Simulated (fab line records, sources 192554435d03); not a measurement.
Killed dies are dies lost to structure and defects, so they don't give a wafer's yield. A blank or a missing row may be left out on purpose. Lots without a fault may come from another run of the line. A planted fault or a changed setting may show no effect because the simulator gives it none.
fab line records | flow n5_finfet
record lots=24 wafers=72 last_day=18
route steps=1938 shown HKMG_FIN@389 GATE_CUT@469
lots that met no fault: from a run of the same line without faults
start_h: hours from the record's first day to the start of the lot's first wafer shown | wait_h: hours since the lot's step before | " the same as in the row above | L1.1+2: a row that stands for several wafers | - no value, or no start given | * or withheld: withheld | < > ~ a bound
route shown NAME@n: a module of which the file shows steps, and the number in the route of the first | usual: mean/standard deviation of fault-free wafers | same: alike in all rows | chamber/n: place in a boat | sites: the reading at each site | _std_site: their standard deviation | _edge_site: outer sites' mean less inner sites' | radius_mm: how far each site lies from the wafer's centre | mask NAME#n: copy n | behind: the tool/chamber that last shaped the wafer | hold: why the lot was held/for how many hours/how that ended | device: the transistor (n, p or np) that didn't switch | end of line: the same wafers' tests at the end of the route | a step without rows: its recipe alone | killed: dies lost to structure and defects at the first sort, not the wafer's yield | map: a wafer's dies, x killed, . not, _ none there
set.NAME: the setting as run; set.NAME@STEP: as run at that earlier step | model.NAME: the simulator's own value behind a step, which no gauge read
steps of the route over a sample of lots; a table a step, a row a wafer
services: from which hour (start_h, from the record's first day; less than 0 if before it) a tool's chamber was out of use, for how many hours, and why
## steps
# step N5_HKMG_FIN_ALD_75
# recipe material=Al2O3 target_thk_a=10 temp_c=150 ald_precursor_family=TMA ald_co_reactant=H2O pulse_time_s=withheld co_reactant_pulse_time_s=1
# usual heater_power_w=147/15 precursor_pulse_height_rel=0.998/0.021
# columns lot.wafer tool chamber start_h wait_h heater_power_w precursor_pulse_height_rel
L074.2 ald_hk-01 0 71.18 0.0 138 0.989
L074.3 " 1 " " 119 1.003
L074.4 " 3 " " 180 0.999
L075.1 ald_hk-03 3 81.00 0.0 132 1.011
L075.2 " 0 " " 149 1.013
L075.5 " 1 " " 164 1.034
L076.2 ald_hk-02 3 87.39 0.0 137 0.984
L076.4 " 1 " " 139 1.001
L076.5 " 2 " " 162 1.055
L077.3 ald_hk-03 0 89.99 0.0 150 1.036
L077.5 " 3 " " 136 0.984
L077.6 " 0 " " 151 1.030
L078.1 ald_hk-02 0 98.25 0.0 133 0.982
L078.4 " 1 " " 144 1.009
L078.5 " 1 " " 146 1.001
L079.1 ald_hk-03 2 100.94 0.0 165 1.007
L079.3 " 3 " " 130 0.960
L079.5 " 3 " " 139 1.025
L080.2 ald_hk-01 2 113.00 0.0 145 0.994
L080.5 " 3 " " 173 1.007
L080.6 " 0 " " 138 1.036
L081.1 ald_hk-02 3 114.54 0.0 140 0.996
L081.2 " 1 " " 137 0.977
L081.3 " 2 " " 156 1.012
L082.1 ald_hk-03 1 121.71 0.0 166 0.991
L082.3 " 0 " " 148 0.966
L082.5 " 3 " " 138 0.967
L084.1 ald_hk-02 2 131.38 0.0 159 1.003
L084.3 " 0 " " 128 0.992
L084.6 " 3 " " 136 1.032
L083.2 ald_hk-01 3 133.32 0.0 173 0.973
L083.5 " 2 " " 146 1.023
L083.6 " 3 " " 178 0.993
L085.2 ald_hk-02 1 141.23 0.0 140 1.026
L085.5 " 0 " " 137 0.963
L085.6 " 3 " " 137 0.975
L086.3 ald_hk-02 1 143.29 0.0 143 0.956
L086.4 " 3 " " 138 0.979
L086.5 " 0 " " 133 1.003
L087.1 ald_hk-03 3 149.74 0.0 137 1.005
L087.4 " 2 " " 161 1.012
L087.5 " 3 " " 137 0.998
L088.2 ald_hk-01 2 153.03 0.0 148 0.981
L088.3 " 3 " " 178 0.997
L088.5 " 3 " " 177 0.968
L089.1 ald_hk-02 2 164.15 0.0 162 0.969
L089.2 " 1 " " 140 1.019
L089.4 " 3 " " 138 0.986
L090.1 ald_hk-03 3 166.24 0.0 136 1.007
L090.2 " 1 " " 164 1.004
L090.3 " 2 " " 162 1.030
L091.3 ald_hk-03 0 173.64 0.0 148 0.995
L091.4 " 3 " " 136 1.032
L091.6 " 3 " " 138 1.003
L092.4 ald_hk-03 3 183.44 0.0 134 0.991
L092.5 " 3 " " 134 0.975
L092.6 " 0 " " 150 0.965
L093.1 ald_hk-01 3 185.10 0.0 177 1.012
L093.4 " 0 " " 144 1.024
L093.6 " 1 " " 118 1.003
L094.1 ald_hk-02 0 190.90 0.0 131 0.983
L094.2 " 2 " " 163 0.973
L094.3 " 1 " " 144 0.959
L095.1 ald_hk-01 0 198.12 0.0 141 0.991
L095.2 " 3 " " 180 0.952
L095.3 " 2 " " 152 1.043
L096.1 ald_hk-02 3 202.22 0.0 137 1.016
L096.3 " 2 " " 162 0.992
L096.4 " 0 " " 130 0.984
L097.1 ald_hk-01 0 210.17 0.0 140 0.994
L097.3 " 2 " " 147 1.022
L097.6 " 2 " " 149 0.994
# step N5_HKMG_FIN_INSPECT_28
# recipe inspect_instrument=darkfield mode=post_cmp
# usual raw_defect_count=39/16
# columns lot.wafer tool chamber start_h wait_h raw_defect_count
L074.2 defect_inspect-01 - 79.89 0.0 16
L074.3 " - " " 33
L074.4 " - " " 26
L075.1 defect_inspect-01 - 89.49 0.0 28
L075.2 " - " " 22
L075.5 " - " " 32
L076.2 defect_inspect-02 - 95.93 0.0 15
L076.4 " - " " 28
L076.5 " - " " 57
L077.3 defect_inspect-01 - 98.90 0.0 17
L077.5 " - " " 34
L077.6 " - " " 33
L078.1 defect_inspect-01 - 106.85 0.0 53
L078.4 " - " " 27
L078.5 " - " " 24
L079.1 defect_inspect-01 - 109.48 0.0 34
L079.3 " - " " 44
L079.5 " - " " 25
L080.2 defect_inspect-01 - 121.50 0.0 23
L080.5 " - " " 28
L080.6 " - " " 40
L081.1 defect_inspect-01 - 123.02 0.0 39
L081.2 " - " " 35
L081.3 " - " " 55
L082.1 defect_inspect-02 - 130.05 0.0 29
L082.3 " - " " 22
L082.5 " - " " 32
L084.1 defect_inspect-01 - 139.79 0.0 28
L084.3 " - " " 19
L084.6 " - " " 15
L083.2 defect_inspect-02 - 141.66 0.0 24
L083.5 " - " " 43
L083.6 " - " " 20
L085.2 defect_inspect-01 - 149.77 0.0 49
L085.5 " - " " 68
L085.6 " - " " 46
L086.3 defect_inspect-02 - 151.73 0.0 58
L086.4 " - " " 68
L086.5 " - " " 54
L087.1 defect_inspect-01 - 158.04 0.0 35
L087.4 " - " " 41
L087.5 " - " " 22
L088.2 defect_inspect-02 - 161.11 0.0 29
L088.3 " - " " 48
L088.5 " - " " 28
L089.1 defect_inspect-02 - 172.48 0.0 41
L089.2 " - " " 47
L089.4 " - " " 19
L090.1 defect_inspect-01 - 175.05 0.0 40
L090.2 " - " " 53
L090.3 " - " " 26
L091.3 defect_inspect-01 - 182.16 0.0 61
L091.4 " - " " 63
L091.6 " - " " 69
L092.4 defect_inspect-02 - 191.88 0.0 91
L092.5 " - " " 54
L092.6 " - " " 59
L093.1 defect_inspect-01 - 193.30 0.0 58
L093.4 " - " " 35
L093.6 " - " " 45
L094.1 defect_inspect-01 - 199.79 0.0 17
L094.2 " - " " 38
L094.3 " - " " 41
L095.1 defect_inspect-02 - 207.08 0.0 33
L095.2 " - " " 18
L095.3 " - " " 20
L096.1 defect_inspect-02 - 210.55 0.0 33
L096.3 " - " " 19
L096.4 " - " " 34
L097.1 defect_inspect-01 - 219.02 0.0 76
L097.3 " - " " 43
L097.6 " - " " 65
# step N5_GATE_CUT_ETCH_58
# recipe chemistry=CH3F/O2 target=SiNx target_depth_a=170 time_s=128.6 ion_energy_ev=50 pressure_mtorr=30 source_w=415 bias_w=21 Ar_flow_sccm=150 CH3F_flow_sccm=30 O2_flow_sccm=20
# usual CH3F_flow_sccm=29.99/0.089 drypump_motor_current_A=5.7/0.44 oes_product_au=0.81/0.085 rf_vpp_V=99.3/1.1 showerhead_plenum_p_Torr=2.02/0.076 throttle_valve_pct=16.31/0.22
# columns lot.wafer tool chamber start_h wait_h CH3F_flow_sccm drypump_motor_current_A oes_product_au rf_hours_counter_h rf_vpp_V showerhead_plenum_p_Torr throttle_valve_pct
L074.2 rie_diel-03 0 80.21 0.0 29.81 5.4 0.79 114 98.7 2.01 16.43
L074.3 " 3 " " 29.90 6.1 0.67 271 96.4 1.89 16.85
L074.4 " 3 " " 30.04 6.1 0.67 - 97.5 1.89 16.84
L075.1 rie_diel-05 0 89.94 0.2 30.09 6.3 0.92 21 99.4 1.96 16.41
L075.2 " 1 " " 29.99 5.3 0.92 26 101.8 2.13 16.00
L075.5 " 2 " " 29.96 5.4 0.90 - 99.9 2.12 16.09
L076.2 rie_diel-03 0 96.34 0.1 29.89 5.4 0.78 121 99.4 2.01 16.44
L076.4 " 3 " " 29.85 6.0 0.66 - 97.5 1.88 16.87
L076.5 " 2 " " 29.76 6.2 0.87 - 99.3 2.03 16.03
L077.3 rie_diel-03 0 99.22 0.0 30.02 5.4 0.78 122 98.9 2.01 16.45
L077.5 " 3 " " 29.87 6.1 0.65 - 96.6 1.88 16.86
L077.6 " 0 " " 29.96 5.4 0.78 - 99.5 2.01 16.44
L078.1 rie_diel-03 3 107.26 0.1 30.00 6.0 0.65 282 97.6 1.88 16.87
L078.4 " 0 " " 30.03 5.4 0.78 - 98.5 2.01 16.46
L078.5 " 2 " " 29.96 6.1 0.87 - 100.0 2.03 16.06
L079.1 rie_diel-03 3 109.97 0.2 29.95 6.1 0.67 284 98.4 1.88 16.86
L079.3 " 2 " " 30.01 6.2 0.87 48 99.6 2.03 16.04
L079.5 " 0 " " 29.94 5.4 0.79 - 99.1 2.01 16.46
L080.2 rie_diel-05 1 122.09 0.1 29.90 5.3 0.91 36 99.4 2.12 16.02
L080.5 " 0 " " 29.91 6.3 0.90 - 99.5 1.96 16.43
L080.6 " 1 " " 29.95 5.3 0.90 - 101.0 2.12 16.03
L081.1 rie_diel-04 1 123.62 0.1 30.03 5.3 0.87 33 99.0 1.96 16.55
L081.2 " 0 " " 30.07 6.3 0.74 159 98.5 1.99 16.22
L081.3 " 2 " " 29.89 4.8 0.73 163 99.6 2.08 16.13
L082.1 rie_diel-03 2 130.64 0.1 29.94 6.2 0.86 56 100.7 2.03 16.06
L082.3 " 0 " " 29.90 5.4 0.77 134 99.8 2.01 16.46
L082.5 " 1 " " 29.93 6.0 0.74 - 97.4 1.91 16.34
L084.1 rie_diel-03 1 140.11 0.0 29.96 6.0 0.74 176 98.4 1.91 16.34
L084.3 " 0 " " 29.90 5.4 0.76 138 98.3 2.01 16.47
L084.6 " 2 " " 29.91 6.2 0.85 - 97.9 2.03 16.06
L083.2 rie_diel-05 3 141.98 0.0 29.96 5.3 0.70 218 99.0 1.98 16.30
L083.5 " 3 " " 29.92 5.3 0.71 - 98.5 1.98 16.28
L083.6 " 0 " " 29.99 6.3 0.89 - 99.3 1.96 16.44
L085.2 rie_diel-05 1 150.14 0.1 29.91 5.3 0.90 46 99.1 2.12 16.06
L085.5 " 0 " " 30.00 6.3 0.89 - 97.7 1.96 16.45
L085.6 " 1 " " 30.12 5.3 0.89 - 100.2 2.12 16.05
L086.3 rie_diel-03 1 152.06 0.0 30.11 6.0 0.74 180 97.9 1.91 16.34
L086.4 " 0 " " 29.89 5.4 0.77 142 100.2 2.01 16.49
L086.5 " 2 " " 29.79 6.2 0.85 - 99.5 2.02 16.08
L087.1 rie_diel-05 2 158.36 0.0 30.02 5.4 0.87 62 100.5 2.11 16.15
L087.4 " 3 " " 30.21 5.3 0.71 223 98.7 1.98 16.30
L087.5 " 3 " " 30.02 5.3 0.71 - 98.7 1.98 16.28
L088.2 rie_diel-04 1 161.43 0.0 30.04 5.4 0.86 44 99.2 1.95 16.56
L088.3 " 0 " " 30.01 6.3 0.74 169 100.1 1.99 16.25
L088.5 " 1 " " 30.01 5.4 0.86 - 99.6 1.95 16.58
L089.1 rie_diel-03 3 172.81 0.0 30.17 6.1 0.95 14 98.7 2.14 16.36
L089.2 " 1 " " 30.02 6.0 0.73 187 99.8 1.91 16.35
L089.4 " 1 " " 29.87 6.0 0.74 - 99.0 1.91 16.36
L090.1 rie_diel-04 3 175.37 0.0 29.86 6.0 0.75 160 98.1 1.91 16.24
L090.2 " 1 " " 30.10 5.4 0.86 49 98.5 1.95 16.57
L090.3 " 2 " " 30.00 4.8 0.73 180 99.3 2.07 16.16
L091.3 rie_diel-05 2 182.62 0.2 29.88 5.4 0.86 69 100.2 2.11 16.17
L091.4 " 3 " " 30.06 5.4 0.70 231 99.5 1.98 16.32
L091.6 " 2 " " 29.87 5.4 0.87 - 100.8 2.11 16.14
L092.4 rie_diel-03 0 192.40 0.2 30.11 5.4 0.75 155 98.2 2.00 16.50
L092.5 " 2 " " 30.12 6.2 0.84 - 98.2 2.02 16.10
L092.6 " 3 " " 29.94 6.0 0.94 - 99.2 2.14 16.36
L093.1 rie_diel-04 2 193.62 0.0 30.11 4.8 0.73 185 98.9 2.07 16.17
L093.4 " 1 " " 30.05 5.4 0.86 - 98.8 1.95 16.58
L093.6 " 0 " " 29.98 6.3 0.73 - 100.8 1.99 16.26
L094.1 rie_diel-05 1 200.11 0.0 29.95 5.3 0.87 61 100.1 2.11 16.08
L094.2 " 0 " " 30.01 6.3 0.86 55 99.8 1.95 16.48
L094.3 " 3 " " 29.98 5.3 0.70 237 98.8 1.98 16.32
L095.1 rie_diel-05 2 207.41 0.0 29.95 5.4 0.85 77 100.0 2.10 16.17
L095.2 " 1 " " 29.94 5.3 0.87 63 99.2 2.11 16.08
L095.3 " 0 " " 29.86 6.4 0.86 57 98.0 1.95 16.48
L096.1 rie_diel-05 3 210.96 0.1 30.07 5.3 0.69 241 99.2 1.98 16.33
L096.3 " 0 " " 30.08 6.3 0.86 58 98.6 1.95 16.48
L096.4 " 1 " " 30.02 5.3 0.86 64 101.4 2.11 16.08
L097.1 rie_diel-03 2 219.34 0.0 29.90 6.2 0.82 80 98.4 2.02 16.11
L097.3 " 1 " " 30.05 6.0 0.72 201 100.0 1.91 16.38
L097.6 " 3 " " 29.92 6.0 0.91 - 96.7 2.13 16.35
# step N5_GATE_CUT_SAC_CAP_01
# recipe material=SiNx target_thk_a=240 temp_c=400 ald_precursor_family=SiH2I2 ald_co_reactant=N2/H2-plasma pulse_time_s=1 ald_cycles=480 purge_time_s=2 co_reactant_purge_time_s=2 pressure_torr=2
# usual heater_power_w=816/72 precursor_pulse_height_rel=1.001/0.019
# columns lot.wafer tool chamber start_h wait_h heater_power_w precursor_pulse_height_rel
L074.2 ald_sin-02 0 80.77 0.3 896 0.963
L074.3 " 1 " " 811 0.970
L074.4 " 2 " " 857 1.005
L075.1 ald_sin-02 2 90.26 0.0 874 0.975
L075.2 " 1 " " 812 1.012
L075.5 " 1 91.35 1.1 815 1.020
L076.2 ald_sin-02 2 97.37 0.7 879 0.993
L076.4 " 0 " " 896 1.025
L076.5 " 3 98.46 1.8 942 1.041
L077.3 ald_sin-02 2 99.62 0.1 853 0.987
L077.5 " 0 100.70 1.2 915 1.018
L077.6 " 1 " " 822 0.989
L078.1 ald_sin-02 0 107.58 0.0 890 0.999
L078.4 " 2 " " 845 1.010
L078.5 " 1 108.67 1.1 824 0.998
L079.1 ald_sin-01 1 110.30 0.0 729 0.981
L079.3 " 0 " " 769 1.016
L079.5 " 1 111.39 1.1 719 1.029
L080.2 ald_sin-04 1 122.41 0.0 704 0.967
L080.5 " 1 123.50 1.1 725 1.008
L080.6 " 2 " " 803 1.012
L081.1 ald_sin-02 1 123.94 0.0 833 1.006
L081.2 " 3 " " 914 1.019
L081.3 " 2 " " 847 1.023
L082.1 ald_sin-04 3 131.26 0.3 710 0.981
L082.3 " 1 " " 709 0.982
L082.5 " 2 132.35 1.4 815 0.997
L084.1 ald_sin-02 2 140.43 0.0 835 0.990
L084.3 " 3 " " 931 1.018
L084.6 " 3 141.51 1.1 910 1.004
L083.2 ald_sin-04 2 142.30 0.0 800 0.980
L083.5 " 2 143.39 1.1 808 0.993
L083.6 " 3 " " 708 1.014
L085.2 ald_sin-02 0 150.46 0.0 909 0.991
L085.5 " 1 151.54 1.1 831 1.032
L085.6 " 0 " " 893 0.998
L086.3 ald_sin-04 2 152.38 0.0 805 1.003
L086.4 " 0 " " 824 0.980
L086.5 " 1 153.47 1.1 724 1.027
L087.1 ald_sin-04 3 158.81 0.2 733 0.988
L087.4 " 1 " " 720 1.023
L087.5 " 0 159.90 1.3 836 0.993
L088.2 ald_sin-04 3 161.76 0.0 690 1.020
L088.3 " 1 " " 725 1.004
L088.5 " 1 162.84 1.1 735 1.019
L089.1 ald_sin-04 0 173.13 0.0 844 1.043
L089.2 " 3 " " 734 1.013
L089.4 " 2 " " 777 1.003
L090.1 ald_sin-04 3 175.69 0.0 733 1.001
L090.2 " 0 " " 855 1.001
L090.3 " 1 " " 745 1.011
L091.3 ald_sin-01 0 183.39 0.5 785 1.008
L091.4 " 2 " " 756 1.031
L091.6 " 0 184.47 1.6 795 0.967
L092.4 ald_sin-01 0 192.71 0.0 793 1.024
L092.5 " 1 193.80 1.1 729 0.976
L092.6 " 2 " " 783 1.001
L093.1 ald_sin-04 2 193.94 0.0 810 0.973
L093.4 " 1 " " 740 0.993
L093.6 " 2 195.03 1.1 798 1.048
L094.1 ald_sin-04 0 200.43 0.0 836 1.004
L094.2 " 2 " " 813 1.026
L094.3 " 1 " " 739 0.992
L095.1 ald_sin-02 3 207.73 0.0 962 0.994
L095.2 " 0 " " 886 0.987
L095.3 " 2 " " 818 1.004
L096.1 ald_sin-02 3 211.72 0.5 946 1.028
L096.3 " 2 " " 822 0.999
L096.4 " 1 " " 738 1.022
L097.1 ald_sin-01 2 219.67 0.0 787 0.994
L097.3 " 1 " " 725 1.007
L097.6 " 1 220.76 1.1 715 1.020
# step N5_GATE_CUT_PECVD_57
# recipe material=SiNx target_thk_a=210 temp_c=400 precursor=SiH4/NH3/N2 pressure_torr=1.5 rf_w=300
# usual heater_power_w=786/97 showerhead_plenum_p_Torr=5.12/0.066 throttle_valve_pct=39.1/2.1
# columns lot.wafer tool chamber start_h wait_h heater_power_w showerhead_plenum_p_Torr throttle_valve_pct
L074.2 pecvd-04 0 82.96 1.1 727 5.07 38.2
L074.3 " 1 " " 875 5.11 37.3
L074.4 " 1 " " 895 5.11 37.5
L075.1 pecvd-01 1 92.45 1.1 618 5.28 40.4
L075.2 " 0 " " 765 5.10 39.8
L075.5 " 1 " " 604 5.28 40.6
L076.2 pecvd-03 1 99.57 1.1 724 5.18 43.8
L076.4 " 0 " " 873 5.19 40.9
L076.5 " 2 " " 822 5.08 36.9
L077.3 pecvd-03 1 101.81 1.1 780 5.18 43.8
L077.5 " 2 " " 845 5.06 36.8
L077.6 " 1 " " 765 5.18 43.5
L078.1 pecvd-01 1 109.77 1.1 724 5.27 40.4
L078.4 " 0 " " 763 5.11 39.9
L078.5 " 2 " " 703 5.04 37.4
L079.1 pecvd-03 2 112.50 1.1 754 5.08 36.9
L079.3 " 1 " " 698 5.18 43.8
L079.5 " 0 " " 921 5.19 40.9
L080.2 pecvd-03 1 124.61 1.1 792 5.18 43.9
L080.5 " 1 " " 823 5.17 43.8
L080.6 " 0 " " 917 5.18 41.2
L081.1 pecvd-01 0 126.13 1.1 765 5.10 40.1
L081.2 " 2 " " 715 5.03 37.6
L081.3 " 1 " " 630 5.27 40.1
L082.1 pecvd-01 1 133.47 1.1 671 5.27 40.4
L082.3 " 0 " " 837 5.09 39.7
L082.5 " 2 " " 649 5.05 37.3
L084.1 pecvd-03 0 142.62 1.1 891 5.18 41.1
L084.3 " 1 " " 676 5.18 43.9
L084.6 " 2 " " 718 5.07 36.9
L083.2 pecvd-01 2 144.49 1.1 664 5.04 37.9
L083.5 " 1 " " 633 5.28 40.6
L083.6 " 0 " " 798 5.10 40.0
L085.2 pecvd-03 0 152.65 1.1 910 5.17 41.3
L085.5 " 2 " " 818 5.06 37.2
L085.6 " 0 " " 881 5.18 41.0
L086.3 pecvd-04 1 154.58 1.1 855 5.10 37.5
L086.4 " 2 " " 902 5.10 37.1
L086.5 " 0 " " 685 5.10 38.7
L087.1 pecvd-04 0 161.01 1.1 732 5.07 39.0
L087.4 " 1 " " 851 5.11 37.3
L087.5 " 2 " " 977 5.10 36.9
L088.2 pecvd-04 2 163.95 1.1 937 5.10 36.9
L088.3 " 0 " " 656 5.07 38.6
L088.5 " 2 " " 940 5.10 37.1
L089.1 pecvd-04 1 175.32 1.1 756 5.11 37.3
L089.2 " 2 " " 970 5.09 37.1
L089.4 " 0 " " 674 5.09 38.4
L090.1 pecvd-04 0 177.88 1.1 660 5.08 38.9
L090.2 " 2 " " 935 5.10 37.1
L090.3 " 1 " " 908 5.11 37.5
L091.3 pecvd-04 2 185.58 1.1 891 5.10 36.9
L091.4 " 1 " " 865 5.10 37.5
L091.6 " 2 " " 895 5.12 37.3
L092.4 pecvd-03 2 194.93 1.1 816 5.05 37.1
L092.5 " 2 " " 818 5.07 37.3
L092.6 " 0 " " 861 5.17 40.9
L093.1 pecvd-03 2 196.13 1.1 733 5.06 37.3
L093.4 " 2 " " 726 5.06 37.3
L093.6 " 2 " " 730 5.07 37.1
L094.1 pecvd-03 2 202.63 1.1 740 5.07 37.0
L094.2 " 0 " " 915 5.19 41.0
L094.3 " 2 " " 701 5.08 37.1
L095.1 pecvd-01 1 209.92 1.1 710 5.28 40.6
L095.2 " 0 " " 809 5.11 39.8
L095.3 " 2 " " 674 5.04 37.6
L096.1 pecvd-01 1 213.91 1.1 735 5.27 40.7
L096.3 " 0 " " 787 5.11 40.0
L096.4 " 2 " " 719 5.04 37.5
L097.1 pecvd-04 0 221.86 1.1 725 5.09 38.8
L097.3 " 1 " " 845 5.10 37.5
L097.6 " 2 " " 805 5.11 37.3
# step N5_GATE_CUT_DESCUM_18
# recipe chemistry=O2 time_s=7 source_power_w=50 bias_power_w=20 pressure_mtorr=20 rf_frequency_hz=2.712e+07 temp_c=40 resist=CAR-EUV o2_flow_sccm=225
# usual drypump_motor_current_A=5.7/0.46 o2_flow_sccm=224.9/0.68 oes_product_au=0.82/0.08 rf_vpp_V=243.5/1.5 showerhead_plenum_p_Torr=2.11/0.08 temp_c=39.99/0.11 throttle_valve_pct=20.40/0.19
# columns lot.wafer tool chamber start_h wait_h drypump_motor_current_A o2_flow_sccm oes_product_au rf_hours_counter_h rf_vpp_V showerhead_plenum_p_Torr temp_c throttle_valve_pct
L074.2 rie_diel-04 0 83.96 0.0 6.3 225.4 0.77 147 242.8 2.10 40.07 20.34
L074.3 " 1 " " 5.4 224.6 0.91 21 241.9 2.05 40.00 20.68
L074.4 " 3 " " 6.0 224.8 0.76 138 242.5 2.01 39.84 20.32
L075.1 rie_diel-04 2 93.32 0.0 4.8 225.8 0.76 154 244.7 2.18 39.74 20.17
L075.2 " 0 " " 6.3 223.6 0.76 150 242.9 2.10 39.92 20.34
L075.5 " 1 " " 5.4 225.0 0.90 - 241.8 2.04 39.95 20.70
L076.2 rie_diel-03 2 100.43 0.0 6.1 224.9 0.89 44 244.3 2.12 39.88 20.14
L076.4 " 0 " " 5.4 224.1 0.79 - 242.4 2.10 39.75 20.50
L076.5 " 3 " " 6.1 225.1 0.66 - 241.5 1.96 39.99 20.87
L077.3 rie_diel-03 3 102.83 0.0 6.0 224.2 0.66 281 240.7 1.96 40.12 20.88
L077.5 " 3 " " 6.1 225.5 0.66 - 240.7 1.96 40.16 20.88
L077.6 " 2 " " 6.2 224.7 0.87 - 244.0 2.12 40.19 20.14
L078.1 rie_diel-05 2 110.64 0.0 5.4 224.1 0.89 46 245.8 2.22 39.93 20.31
L078.4 " 0 " " 6.3 224.2 0.91 26 242.6 2.05 39.80 20.61
L078.5 " 1 " " 5.3 225.7 0.91 - 245.1 2.22 40.26 20.17
L079.1 rie_diel-05 0 113.36 0.0 6.3 225.2 0.91 27 243.0 2.05 39.85 20.61
L079.3 " 2 " " 5.4 225.6 0.90 47 246.0 2.22 40.04 20.33
L079.5 " 0 " " 6.3 225.3 0.91 - 243.3 2.05 40.06 20.63
L080.2 rie_diel-03 2 125.59 0.0 6.1 224.6 0.86 54 245.0 2.12 39.86 20.16
L080.5 " 1 " " 6.0 225.1 0.74 - 242.8 2.00 39.83 20.41
L080.6 " 2 " " 6.2 224.6 0.86 - 243.6 2.12 40.01 20.14
L081.1 rie_diel-05 0 127.19 0.2 6.3 225.2 0.91 32 244.1 2.05 40.03 20.63
L081.2 " 3 " " 5.3 226.4 0.71 214 242.7 2.07 40.10 20.29
L081.3 " 1 " " 5.3 225.7 0.90 38 245.2 2.22 40.15 20.19
L082.1 rie_diel-04 2 134.49 0.0 4.8 224.1 0.74 167 245.0 2.17 40.13 20.19
L082.3 " 3 " " 6.0 225.4 0.75 153 243.7 2.00 40.11 20.34
L082.5 " 0 " " 6.2 225.7 0.76 - 241.2 2.09 39.96 20.36
L084.1 rie_diel-03 3 143.62 0.0 6.1 224.1 0.98 3 245.1 2.23 40.05 20.44
L084.3 " 1 " " 6.0 224.0 0.74 177 242.0 2.00 40.00 20.43
L084.6 " 3 " " 6.0 223.9 0.98 - 244.4 2.23 39.90 20.44
L083.2 rie_diel-05 3 145.80 0.0 5.3 224.5 0.71 219 242.0 2.07 39.94 20.31
L083.5 " 0 " " 6.3 224.5 0.89 - 241.9 2.05 40.13 20.63
L083.6 " 3 " " 5.3 224.6 0.72 - 243.0 2.07 40.03 20.30
L085.2 rie_diel-05 2 153.60 0.0 5.4 224.2 0.87 60 246.0 2.22 39.99 20.34
L085.5 " 2 " " 5.4 224.7 0.87 - 244.9 2.22 39.98 20.33
L085.6 " 1 " " 5.3 225.7 0.89 - 245.8 2.22 40.13 20.20
L086.3 rie_diel-05 0 155.87 0.3 6.3 223.9 0.88 41 240.7 2.05 40.10 20.64
L086.4 " 3 " " 5.3 223.9 0.71 222 241.9 2.07 39.93 20.30
L086.5 " 2 " " 5.4 225.0 0.87 - 245.2 2.22 39.97 20.35
L087.1 rie_diel-05 1 161.87 0.0 5.4 224.6 0.87 49 246.3 2.22 39.91 20.20
L087.4 " 3 " " 5.4 226.1 0.70 224 242.4 2.07 40.03 20.32
L087.5 " 1 " " 5.3 225.8 0.87 - 245.3 2.22 40.15 20.20
L088.2 rie_diel-03 0 164.82 0.0 5.4 224.7 0.75 146 244.0 2.09 39.93 20.52
L088.3 " 1 " " 6.0 224.2 0.74 184 241.4 2.00 39.90 20.43
L088.5 " 3 " " 6.1 225.7 0.96 - 244.9 2.23 40.03 20.44
L089.1 rie_diel-03 3 176.31 0.0 6.1 225.2 0.94 14 245.3 2.23 39.95 20.45
L089.2 " 1 " " 6.0 224.6 0.73 188 240.8 2.00 39.98 20.45
L089.4 " 2 " " 6.2 224.3 0.84 67 244.0 2.12 39.87 20.16
L090.1 rie_diel-05 2 178.75 0.0 5.4 224.8 0.86 68 246.4 2.22 39.86 20.35
L090.2 " 3 " " 5.3 224.5 0.70 230 242.6 2.06 39.90 20.31
L090.3 " 0 " " 6.3 224.0 0.86 47 242.8 2.04 40.13 20.64
L091.3 rie_diel-05 3 186.45 0.0 5.3 223.1 0.70 232 242.4 2.06 40.09 20.32
L091.4 " 2 " " 5.4 224.6 0.85 71 243.8 2.22 40.12 20.39
L091.6 " 0 " " 6.3 225.3 0.86 - 241.5 2.04 40.03 20.65
L092.4 rie_diel-04 1 196.02 0.0 5.4 225.2 0.85 - 241.5 2.03 39.84 20.73
L092.5 " 2 " " 4.7 224.5 0.73 - 244.4 2.16 39.97 20.20
L092.6 " 0 " " 6.3 224.4 0.74 - 243.4 2.09 40.01 20.38
L093.1 rie_diel-05 3 197.34 0.0 5.3 225.5 0.71 236 243.2 2.06 39.69 20.31
L093.4 " 2 " " 5.5 224.7 0.87 74 245.8 2.21 39.98 20.37
L093.6 " 0 " " 6.3 224.5 0.86 - 241.1 2.04 39.95 20.66
L094.1 rie_diel-04 3 203.51 0.0 6.0 225.1 0.74 165 241.6 2.00 40.07 20.34
L094.2 " 0 " " 6.3 225.2 0.74 182 242.4 2.09 39.98 20.39
L094.3 " 2 " " 4.7 225.4 0.72 187 244.6 2.16 39.99 20.21
L095.1 rie_diel-04 0 211.02 0.1 6.3 224.5 0.73 184 241.7 2.09 40.13 20.37
L095.2 " 1 " " 5.4 224.9 0.84 59 241.2 2.03 40.10 20.76
L095.3 " 2 " " 4.8 225.4 0.73 189 244.6 2.16 40.13 20.22
L096.1 rie_diel-05 1 214.92 0.0 5.3 225.5 0.86 65 245.3 2.21 40.00 20.23
L096.3 " 0 " " 6.3 222.9 0.85 58 242.8 2.04 40.10 20.66
L096.4 " 3 " " 5.3 225.3 0.69 241 242.8 2.06 39.96 20.34
L097.1 rie_diel-05 2 222.73 0.0 5.4 225.8 0.84 82 244.0 2.21 39.88 20.38
L097.3 " 1 " " 5.3 226.3 0.86 68 245.6 2.21 40.03 20.22
L097.6 " 3 " " 5.3 225.1 0.69 - 242.0 2.06 39.96 20.33
## services
# columns tool chamber start_h hours kind
rie_diel-05 1 53.03 12.9 repair
ald_sin-04 1 56.92 36.9 repair
rie_diel-03 - 57.84 2.8 pm
ald_sin-04 2 61.59 15.3 repair
rie_diel-03 3 69.26 7.2 repair
pecvd-03 - 79.37 2.8 repair
ald_sin-01 - 85.31 14.0 pm
rie_diel-04 - 86.96 1.0 repair
rie_diel-05 2 91.74 2.1 repair
pecvd-04 0 91.93 6.3 repair
ald_sin-01 - 99.31 2.8 pm
ald_sin-04 - 104.09 1.6 repair
ald_hk-03 - 132.21 1.3 repair
ald_sin-04 - 134.13 3.2 repair
pecvd-01 1 145.26 4.8 repair
pecvd-04 - 147.46 1.8 repair
rie_diel-04 3 158.32 14.6 repair
rie_diel-03 2 166.17 6.7 repair
ald_sin-02 - 178.08 14.0 pm
pecvd-03 1 182.27 23.1 repair
rie_diel-04 3 193.36 5.3 repair
ald_hk-03 - 203.77 14.6 pm
pecvd-03 - 204.38 14.6 pm
rie_diel-04 3 210.71 1.6 repair
## key
fault none
